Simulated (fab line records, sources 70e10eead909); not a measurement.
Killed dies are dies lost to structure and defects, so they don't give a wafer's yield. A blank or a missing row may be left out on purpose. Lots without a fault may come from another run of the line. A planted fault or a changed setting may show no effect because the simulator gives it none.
Chamber matching | flow nand_harc | NHARC_P_M2_DEP_33 on pecvd-03: 3 sister chambers
The step deposits SiCN, target thk 30 nm. 6 wafers are shown with their chamber, then 8 later ones without.

WAFERS WITH THEIR CHAMBER
wafer  | chamber | heater_power_w (W) | susceptor_temp_C (C)
L083.1 | 1       | 508                | 370.12
L083.4 | 2       | 549                | 369.99
L086.1 | 2       | 570                | 370.05
L086.2 | 0       | 598                | 370.03
L086.4 | 0       | 619                | 369.83
L090.1 | 1       | 560                | 369.89

WAFERS WITHOUT THEIR CHAMBER
wafer  | heater_power_w (W) | susceptor_temp_C (C)
L090.2 | 589                | 369.45
L090.6 | 504                | 369.82
L094.1 | 517                | 370.16
L094.2 | 635                | 370.18
L094.4 | 628                | 369.90
L093.2 | 535                | 369.55
L093.5 | 630                | 370.08
L093.6 | 479                | 369.98

WHICH CHAMBER EACH WENT THROUGH
wafer  | from the rows above          | in truth
L090.2 | can't be placed: 0 or 2 or 1 | 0
L090.6 | can't be placed: 1 or 2      | 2
L094.1 | can't be placed: 1 or 2      | 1
L094.2 | can't be placed: 0 or 2      | 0
L094.4 | 0                            | 0
L093.2 | can't be placed: 1 or 2 or 0 | 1
L093.5 | can't be placed: 0 or 2      | 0
L093.6 | can't be placed: 1 or 2      | 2
Placed correctly: 1 of 8. Can't be placed from these rows: 7 (the true chamber is among the candidates in 7). Placed wrongly: 0.
How it was worked out, from the rows above alone: a wafer's distance from a chamber is the root of the sum, over the readings, of the square of ((its reading less the chamber's mean) divided by the reading's scatter). The wafer belongs to the nearest chamber; if the next one is less than 2 further off, it can't be placed. A chamber's mean is the mean of its shown wafers. The scatter: the root of (the sum of the squares of (reading less its chamber's mean) over the shown wafers, divided by (wafers less chambers)).
